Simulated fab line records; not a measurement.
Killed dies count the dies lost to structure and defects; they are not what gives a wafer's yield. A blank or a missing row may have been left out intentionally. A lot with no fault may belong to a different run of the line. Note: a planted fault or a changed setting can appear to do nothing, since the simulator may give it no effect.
fab line records / flow nand-harc
record: lots: 6 wafers: 18 last-day: 33
route steps=1302 shown A_STAIRCASE@749
lots that met no fault: from a run of the same line without faults
start-h: start of the lot's first displayed wafer, in hours after the record's first day / wait-h: hours since the lot's step before / " the same as in the row above / L1.1+2: one row covering several wafers at once / - no value present, or no start provided / * or withheld: withheld / < > ~ a bound
route shown NAME@n: names a module that has steps shown in the file, with the first one's number in the route / usual: mean/standard deviation taken from wafers without a fault / same: alike in all rows / chamber/n: place in a boat / sites: readings site by site / _std_site: standard deviation of those values / _edge_site: outer sites' mean less inner sites' / radius-mm: how far each site lies from the wafer's centre / mask NAME#n: copy n / behind: the most recent tool/chamber to have shaped the wafer / hold: why the lot went on hold/how many hours it stayed there/how the hold came to an end / device: the n, p or np transistor that did not switch / end of line: tests run on the same wafers once the route is complete / step lacking rows: just its recipe / killed: not the wafer's yield, but the dies lost to structure and defects at the first sort / map: per-die view of a wafer (x killed, . not killed, _ where there is no die)
set.NAME: the setting as run; set.NAME@STEP: as run at that earlier step / model.NAME: the simulator's own value behind a step, which no gauge read
lots seen at some steps along the route; tables by step, rows by wafer
services: when a tool's chamber went out of use (start-h, in hours from the record's first day, below 0 if earlier), for how many hours, and the reason
== steps ==
step: NHARC_A_STAIRCASE_TRIM_235
recipe: time-s: 211.2 o2-flow-sccm: 500 ar-flow-sccm: 0 bias-w: 0 chemistry: O2
usual: drypump-motor-current-A: 5.9/0.36 oes-product-au: 1.001/0.011 rf-vpp-V: 57.9/0.93 showerhead-plenum-p-Torr: 3.57/0.19 throttle-valve-pct: 17.036/0.0089
lot.wafer=L247.2 tool=rie-diel-05 chamber=1 start-h=- wait-h=- drypump-motor-current-A=6.2 oes-product-au=0.972 rf-hours-counter-h=11 rf-vpp-V=57.3 showerhead-plenum-p-Torr=3.77 throttle-valve-pct=17.039
lot.wafer=L247.4 tool=rie-diel-05 chamber=3 start-h=- wait-h=- drypump-motor-current-A=6.0 oes-product-au=1.003 rf-hours-counter-h=10 rf-vpp-V=57.7 showerhead-plenum-p-Torr=3.49 throttle-valve-pct=17.042
lot.wafer=L247.6 tool=rie-diel-05 chamber=1 start-h=- wait-h=- drypump-motor-current-A=6.2 oes-product-au=0.989 rf-hours-counter-h=- rf-vpp-V=57.9 showerhead-plenum-p-Torr=3.77 throttle-valve-pct=17.040
lot.wafer=L249.4 tool=rie-diel-13 chamber=3 start-h=- wait-h=- drypump-motor-current-A=6.0 oes-product-au=1.011 rf-hours-counter-h=34 rf-vpp-V=58.3 showerhead-plenum-p-Torr=3.30 throttle-valve-pct=17.028
lot.wafer=L249.5 tool=rie-diel-13 chamber=0 start-h=- wait-h=- drypump-motor-current-A=5.6 oes-product-au=1.002 rf-hours-counter-h=- rf-vpp-V=56.7 showerhead-plenum-p-Torr=3.32 throttle-valve-pct=17.042
lot.wafer=L249.6 tool=rie-diel-13 chamber=1 start-h=- wait-h=- drypump-motor-current-A=6.6 oes-product-au=1.015 rf-hours-counter-h=- rf-vpp-V=59.8 showerhead-plenum-p-Torr=3.72 throttle-valve-pct=17.036
lot.wafer=L251.1 tool=rie-diel-08 chamber=2 start-h=- wait-h=- drypump-motor-current-A=6.0 oes-product-au=1.012 rf-hours-counter-h=33 rf-vpp-V=59.5 showerhead-plenum-p-Torr=3.79 throttle-valve-pct=17.048
lot.wafer=L251.4 tool=rie-diel-08 chamber=0 start-h=- wait-h=- drypump-motor-current-A=5.9 oes-product-au=1.003 rf-hours-counter-h=35 rf-vpp-V=58.3 showerhead-plenum-p-Torr=3.45 throttle-valve-pct=17.035
lot.wafer=L251.6 tool=rie-diel-08 chamber=2 start-h=- wait-h=- drypump-motor-current-A=6.0 oes-product-au=1.015 rf-hours-counter-h=- rf-vpp-V=58.0 showerhead-plenum-p-Torr=3.79 throttle-valve-pct=17.039
lot.wafer=L254.4 tool=rie-diel-05 chamber=2 start-h=- wait-h=- drypump-motor-current-A=5.8 oes-product-au=1.001 rf-hours-counter-h=39 rf-vpp-V=56.8 showerhead-plenum-p-Torr=3.42 throttle-valve-pct=17.043
lot.wafer=L254.5 tool=rie-diel-05 chamber=1 start-h=- wait-h=- drypump-motor-current-A=6.2 oes-product-au=0.986 rf-hours-counter-h=- rf-vpp-V=57.9 showerhead-plenum-p-Torr=3.76 throttle-valve-pct=17.033
lot.wafer=L254.6 tool=rie-diel-05 chamber=2 start-h=- wait-h=- drypump-motor-current-A=5.8 oes-product-au=1.009 rf-hours-counter-h=- rf-vpp-V=56.5 showerhead-plenum-p-Torr=3.42 throttle-valve-pct=17.039
lot.wafer=L256.2 tool=rie-diel-05 chamber=0 start-h=- wait-h=- drypump-motor-current-A=5.6 oes-product-au=1.015 rf-hours-counter-h=38 rf-vpp-V=58.7 showerhead-plenum-p-Torr=3.79 throttle-valve-pct=17.032
lot.wafer=L256.5 tool=rie-diel-05 chamber=1 start-h=- wait-h=- drypump-motor-current-A=6.2 oes-product-au=0.993 rf-hours-counter-h=- rf-vpp-V=57.0 showerhead-plenum-p-Torr=3.75 throttle-valve-pct=17.028
lot.wafer=L256.6 tool=rie-diel-05 chamber=2 start-h=- wait-h=- drypump-motor-current-A=5.8 oes-product-au=1.011 rf-hours-counter-h=- rf-vpp-V=57.0 showerhead-plenum-p-Torr=3.42 throttle-valve-pct=17.046
lot.wafer=L261.2 tool=rie-diel-13 chamber=0 start-h=- wait-h=- drypump-motor-current-A=5.6 oes-product-au=0.977 rf-hours-counter-h=14 rf-vpp-V=57.5 showerhead-plenum-p-Torr=3.31 throttle-valve-pct=17.032
lot.wafer=L261.5 tool=rie-diel-13 chamber=1 start-h=- wait-h=- drypump-motor-current-A=6.6 oes-product-au=1.006 rf-hours-counter-h=- rf-vpp-V=57.3 showerhead-plenum-p-Torr=3.71 throttle-valve-pct=17.028
lot.wafer=L261.6 tool=rie-diel-13 chamber=2 start-h=- wait-h=- drypump-motor-current-A=5.7 oes-product-au=0.999 rf-hours-counter-h=- rf-vpp-V=58.6 showerhead-plenum-p-Torr=3.73 throttle-valve-pct=17.046
step: NHARC_A_STAIRCASE_ETCH_236
recipe: target-depth-a: 1000 time-s: 40.5 ion-energy-ev: 400 c4f8-flow-sccm: 20 o2-flow-sccm: 10 ar-flow-sccm: withheld rf-w: 600 bias-w: 1000 chemistry: C4F8/O2
usual: oes-product-au: 0.942/0.012 rf-vpp-V: 897/6.8
lot.wafer=L247.4 tool=rie-diel-05 chamber=2 start-h=- wait-h=- oes-product-au=0.934 rf-hours-counter-h=13 rf-vpp-V=891
lot.wafer=L247.2 tool=rie-diel-05 chamber=3 start-h=- wait-h=- oes-product-au=0.949 rf-hours-counter-h=10 rf-vpp-V=894
lot.wafer=L247.6 tool=rie-diel-05 chamber=1 start-h=- wait-h=- oes-product-au=0.917 rf-hours-counter-h=- rf-vpp-V=905
lot.wafer=L249.4 tool=rie-diel-13 chamber=3 start-h=- wait-h=- oes-product-au=0.951 rf-hours-counter-h=34 rf-vpp-V=888
lot.wafer=L249.6 tool=rie-diel-13 chamber=3 start-h=- wait-h=- oes-product-au=0.964 rf-hours-counter-h=- rf-vpp-V=887
lot.wafer=L249.5 tool=rie-diel-13 chamber=0 start-h=- wait-h=- oes-product-au=0.947 rf-hours-counter-h=- rf-vpp-V=889
lot.wafer=L251.1 tool=rie-diel-08 chamber=0 start-h=- wait-h=- oes-product-au=0.940 rf-hours-counter-h=35 rf-vpp-V=893
lot.wafer=L251.4 tool=rie-diel-08 chamber=2 start-h=- wait-h=- oes-product-au=0.944 rf-hours-counter-h=33 rf-vpp-V=906
lot.wafer=L251.6 tool=rie-diel-08 chamber=0 start-h=- wait-h=- oes-product-au=0.942 rf-hours-counter-h=- rf-vpp-V=893
lot.wafer=L254.4 tool=rie-diel-05 chamber=3 start-h=- wait-h=- oes-product-au=0.944 rf-hours-counter-h=39 rf-vpp-V=893
lot.wafer=L254.5 tool=rie-diel-05 chamber=1 start-h=- wait-h=- oes-product-au=0.919 rf-hours-counter-h=- rf-vpp-V=904
lot.wafer=L254.6 tool=rie-diel-05 chamber=2 start-h=- wait-h=- oes-product-au=0.941 rf-hours-counter-h=- rf-vpp-V=891
lot.wafer=L256.2 tool=rie-diel-05 chamber=2 start-h=- wait-h=- oes-product-au=0.945 rf-hours-counter-h=44 rf-vpp-V=892
lot.wafer=L256.5 tool=rie-diel-05 chamber=0 start-h=- wait-h=- oes-product-au=0.956 rf-hours-counter-h=- rf-vpp-V=905
lot.wafer=L256.6 tool=rie-diel-05 chamber=1 start-h=- wait-h=- oes-product-au=0.938 rf-hours-counter-h=- rf-vpp-V=905
lot.wafer=L261.2 tool=rie-diel-13 chamber=1 start-h=- wait-h=- oes-product-au=0.941 rf-hours-counter-h=18 rf-vpp-V=903
lot.wafer=L261.5 tool=rie-diel-13 chamber=0 start-h=- wait-h=- oes-product-au=0.913 rf-hours-counter-h=- rf-vpp-V=888
lot.wafer=L261.6 tool=rie-diel-13 chamber=1 start-h=- wait-h=- oes-product-au=0.936 rf-hours-counter-h=- rf-vpp-V=901
step: NHARC_A_STAIRCASE_STRIP_238
recipe: power-w: 1500 temp-c: 250 chemistry: O2
usual: drypump-motor-current-A: 6.0/0.41 heater-power-w: 321/27
lot.wafer=L247.2 tool=plasma-asher-01 chamber=1 start-h=440.51 wait-h=0.1 drypump-motor-current-A=5.5 heater-power-w=329 rf-hours-counter-h=18
lot.wafer=L247.4 tool=plasma-asher-01 chamber=0 start-h=440.51 wait-h=0.1 drypump-motor-current-A=6.6 heater-power-w=282 rf-hours-counter-h=-
lot.wafer=L247.6 tool=plasma-asher-01 chamber=1 start-h=440.51 wait-h=0.1 drypump-motor-current-A=5.5 heater-power-w=340 rf-hours-counter-h=-
lot.wafer=L249.4 tool=plasma-asher-01 chamber=1 start-h=482.69 wait-h=0.2 drypump-motor-current-A=5.5 heater-power-w=333 rf-hours-counter-h=-
lot.wafer=L249.6 tool=plasma-asher-01 chamber=1 start-h=482.69 wait-h=0.2 drypump-motor-current-A=5.5 heater-power-w=332 rf-hours-counter-h=-
lot.wafer=L249.5 tool=plasma-asher-01 chamber=0 start-h=482.69 wait-h=0.2 drypump-motor-current-A=6.5 heater-power-w=284 rf-hours-counter-h=-
lot.wafer=L251.1 tool=plasma-asher-02 chamber=0 start-h=486.12 wait-h=0.1 drypump-motor-current-A=5.7 heater-power-w=353 rf-hours-counter-h=10
lot.wafer=L251.4 tool=plasma-asher-02 chamber=0 start-h=486.12 wait-h=0.1 drypump-motor-current-A=5.7 heater-power-w=364 rf-hours-counter-h=-
lot.wafer=L251.6 tool=plasma-asher-02 chamber=1 start-h=486.12 wait-h=0.1 drypump-motor-current-A=6.1 heater-power-w=324 rf-hours-counter-h=-
lot.wafer=L254.4 tool=plasma-asher-02 chamber=0 start-h=520.69 wait-h=0.2 drypump-motor-current-A=5.7 heater-power-w=368 rf-hours-counter-h=-
lot.wafer=L254.5 tool=plasma-asher-02 chamber=0 start-h=520.69 wait-h=0.2 drypump-motor-current-A=5.7 heater-power-w=358 rf-hours-counter-h=-
lot.wafer=L254.6 tool=plasma-asher-02 chamber=1 start-h=520.69 wait-h=0.2 drypump-motor-current-A=6.1 heater-power-w=322 rf-hours-counter-h=-
lot.wafer=L256.2 tool=plasma-asher-01 chamber=0 start-h=534.26 wait-h=0.1 drypump-motor-current-A=6.5 heater-power-w=290 rf-hours-counter-h=1
lot.wafer=L256.6 tool=plasma-asher-01 chamber=0 start-h=534.26 wait-h=0.1 drypump-motor-current-A=6.6 heater-power-w=285 rf-hours-counter-h=-
lot.wafer=L256.5 tool=plasma-asher-01 chamber=1 start-h=534.26 wait-h=0.1 drypump-motor-current-A=5.6 heater-power-w=332 rf-hours-counter-h=-
lot.wafer=L261.2 tool=plasma-asher-01 chamber=0 start-h=584.80 wait-h=0.1 drypump-motor-current-A=6.6 heater-power-w=290 rf-hours-counter-h=11
lot.wafer=L261.6 tool=plasma-asher-01 chamber=0 start-h=584.80 wait-h=0.1 drypump-motor-current-A=6.6 heater-power-w=288 rf-hours-counter-h=-
lot.wafer=L261.5 tool=plasma-asher-01 chamber=1 start-h=584.80 wait-h=0.1 drypump-motor-current-A=5.5 heater-power-w=340 rf-hours-counter-h=-
step: NHARC_A_STAIRCASE_STRIP_239
recipe: time-s: 900 temp-c: 130 chemistry: SPM
step: NHARC_A_STAIRCASE_PRECLEAN_240
recipe: time-s: * temp-c: 50 bath-age-min: 0 chemistry: SC1
step: NHARC_A_STAIRCASE_SRD_241
step: NHARC_A_STAIRCASE_DEHYDRATE_242
recipe: temp-c: 150 time-s: 120
step: NHARC_A_STAIRCASE_HMDS_243
recipe: time-s: 30
step: NHARC_A_STAIRCASE_COAT_244
recipe: spin-rpm: 1200
step: NHARC_A_STAIRCASE_SOFTBAKE_245
recipe: temp-c: 135 time-s: 170
step: NHARC_A_STAIRCASE_EBR_246
step: NHARC_A_STAIRCASE_EXPOSE_247
recipe: na: 0.5 dose-mj: 25.34 mask-id: SDS_1
usual: exposure-dose-mJ-cm2: 25.298/0.026 focus-offset-nm: -0.1/0.49
lot.wafer=L247.2 tool=krf-scanner-04 chamber=0 start-h=441.61 wait-h=- mask=SDS_1#0 exposure-dose-mJ-cm2=25.307 focus-offset-nm=-0.1
lot.wafer=L247.4 tool=krf-scanner-04 chamber=0 start-h=441.61 wait-h=- mask=SDS_1#0 exposure-dose-mJ-cm2=25.291 focus-offset-nm=0.3
lot.wafer=L247.6 tool=krf-scanner-04 chamber=0 start-h=441.61 wait-h=- mask=SDS_1#0 exposure-dose-mJ-cm2=25.279 focus-offset-nm=-0.7
lot.wafer=L249.4 tool=krf-scanner-04 chamber=- start-h=483.76 wait-h=- mask=SDS_1#0 exposure-dose-mJ-cm2=- focus-offset-nm=-
lot.wafer=L249.5 tool=krf-scanner-04 chamber=- start-h=483.76 wait-h=- mask=SDS_1#0 exposure-dose-mJ-cm2=- focus-offset-nm=-
lot.wafer=L249.6 tool=krf-scanner-04 chamber=- start-h=483.76 wait-h=- mask=SDS_1#0 exposure-dose-mJ-cm2=- focus-offset-nm=-
lot.wafer=L251.1 tool=krf-scanner-03 chamber=- start-h=487.27 wait-h=- mask=SDS_1#0 exposure-dose-mJ-cm2=- focus-offset-nm=-
lot.wafer=L251.4 tool=krf-scanner-03 chamber=- start-h=487.27 wait-h=- mask=SDS_1#0 exposure-dose-mJ-cm2=- focus-offset-nm=-
lot.wafer=L251.6 tool=krf-scanner-03 chamber=- start-h=487.27 wait-h=- mask=SDS_1#0 exposure-dose-mJ-cm2=- focus-offset-nm=-
lot.wafer=L254.4 tool=krf-scanner-02 chamber=0 start-h=521.74 wait-h=- mask=SDS_1#0 exposure-dose-mJ-cm2=25.275 focus-offset-nm=0.5
lot.wafer=L254.5 tool=krf-scanner-02 chamber=0 start-h=521.74 wait-h=- mask=SDS_1#0 exposure-dose-mJ-cm2=25.301 focus-offset-nm=0.5
lot.wafer=L254.6 tool=krf-scanner-02 chamber=0 start-h=521.74 wait-h=- mask=SDS_1#0 exposure-dose-mJ-cm2=25.273 focus-offset-nm=0.9
lot.wafer=L256.2 tool=krf-scanner-04 chamber=0 start-h=535.40 wait-h=- mask=SDS_1#0 exposure-dose-mJ-cm2=25.292 focus-offset-nm=0.0
lot.wafer=L256.5 tool=krf-scanner-04 chamber=0 start-h=535.40 wait-h=- mask=SDS_1#0 exposure-dose-mJ-cm2=25.283 focus-offset-nm=-0.2
lot.wafer=L256.6 tool=krf-scanner-04 chamber=0 start-h=535.40 wait-h=- mask=SDS_1#0 exposure-dose-mJ-cm2=25.280 focus-offset-nm=0.5
lot.wafer=L261.2 tool=krf-scanner-02 chamber=0 start-h=586.02 wait-h=- mask=SDS_1#0 exposure-dose-mJ-cm2=25.275 focus-offset-nm=0.8
lot.wafer=L261.5 tool=krf-scanner-02 chamber=0 start-h=586.02 wait-h=- mask=SDS_1#0 exposure-dose-mJ-cm2=25.263 focus-offset-nm=-0.1
lot.wafer=L261.6 tool=krf-scanner-02 chamber=0 start-h=586.02 wait-h=- mask=SDS_1#0 exposure-dose-mJ-cm2=25.253 focus-offset-nm=-0.8
step: NHARC_A_STAIRCASE_PEB_248
recipe: peb-temp-c: 115 peb-time-s: 130
== services ==
tool=rie-diel-05 chamber=0 start-h=416.60 hours=- kind=clean
tool=rie-diel-05 chamber=0 start-h=416.60 hours=- kind=consumable-replace:showerhead
tool=rie-diel-05 chamber=1 start-h=416.60 hours=- kind=clean
tool=rie-diel-05 chamber=2 start-h=416.60 hours=- kind=clean
tool=rie-diel-05 chamber=3 start-h=416.60 hours=- kind=clean
tool=plasma-asher-02 chamber=- start-h=426.00 hours=9.0 kind=pm
tool=krf-scanner-02 chamber=- start-h=426.05 hours=2.4 kind=repair
tool=krf-scanner-02 chamber=- start-h=438.00 hours=4.0 kind=pm
tool=rie-diel-05 chamber=0 start-h=441.29 hours=- kind=clean
tool=rie-diel-05 chamber=1 start-h=441.29 hours=- kind=clean
tool=rie-diel-05 chamber=2 start-h=441.29 hours=- kind=clean
tool=rie-diel-13 chamber=1 start-h=446.38 hours=4.5 kind=repair
tool=krf-scanner-03 chamber=- start-h=452.73 hours=1.4 kind=repair
tool=krf-scanner-02 chamber=- start-h=463.74 hours=0.1 kind=repair
tool=krf-scanner-03 chamber=- start-h=481.24 hours=2.0 kind=repair
tool=krf-scanner-04 chamber=- start-h=516.91 hours=2.7 kind=repair
tool=rie-diel-13 chamber=- start-h=519.20 hours=9.0 kind=pm
tool=plasma-asher-01 chamber=- start-h=519.57 hours=9.0 kind=pm
tool=krf-scanner-03 chamber=- start-h=535.97 hours=5.9 kind=repair
tool=rie-diel-08 chamber=- start-h=544.85 hours=9.0 kind=pm
tool=plasma-asher-01 chamber=- start-h=545.72 hours=2.3 kind=repair
tool=krf-scanner-04 chamber=- start-h=552.43 hours=4.0 kind=pm
tool=krf-scanner-03 chamber=- start-h=568.00 hours=4.0 kind=pm
tool=rie-diel-05 chamber=- start-h=583.25 hours=28.3 kind=repair
== key ==
first-sign: step: NHARC_A_STAIRCASE_EXPOSE_247 reading: tool-record direction: missing
effect none on later readings
met-at NHARC_A_STAIRCASE_EXPOSE_247
struck-wafers L249.4,L249.5,L249.6,L251.1,L251.4,L251.6
later-rows-left-out L249.4,L249.5,L249.6,L251.1,L251.4,L251.6
sort-left-out L249.4,L249.5,L249.6,L251.1,L251.4,L251.6
tester-left-out L249,L251
onset-between 441.61 483.76
fault: kind: skipped-step-whole tool: krf-scanner-03,krf-scanner-04 chamber: - onset-h: 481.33 steps: NHARC_A_STAIRCASE_EXPOSE_247 scope: struck-lots-only
tester-left-out: of these lots the tester's yield and bins aren't shown, on N5 and GAA mostly nor the transistor test; their killed dies are dies lost to structure and defects alone, not to doping, threshold or leakage, so they don't give the yield
sort-left-out: the simulated sort isn't trusted on such a fault, so these wafers' sort isn't shown, and their yield isn't known
later-rows-left-out: the simulator's readings of these wafers behind a module that went badly wrong aren't trusted and aren't shown, but for the sort
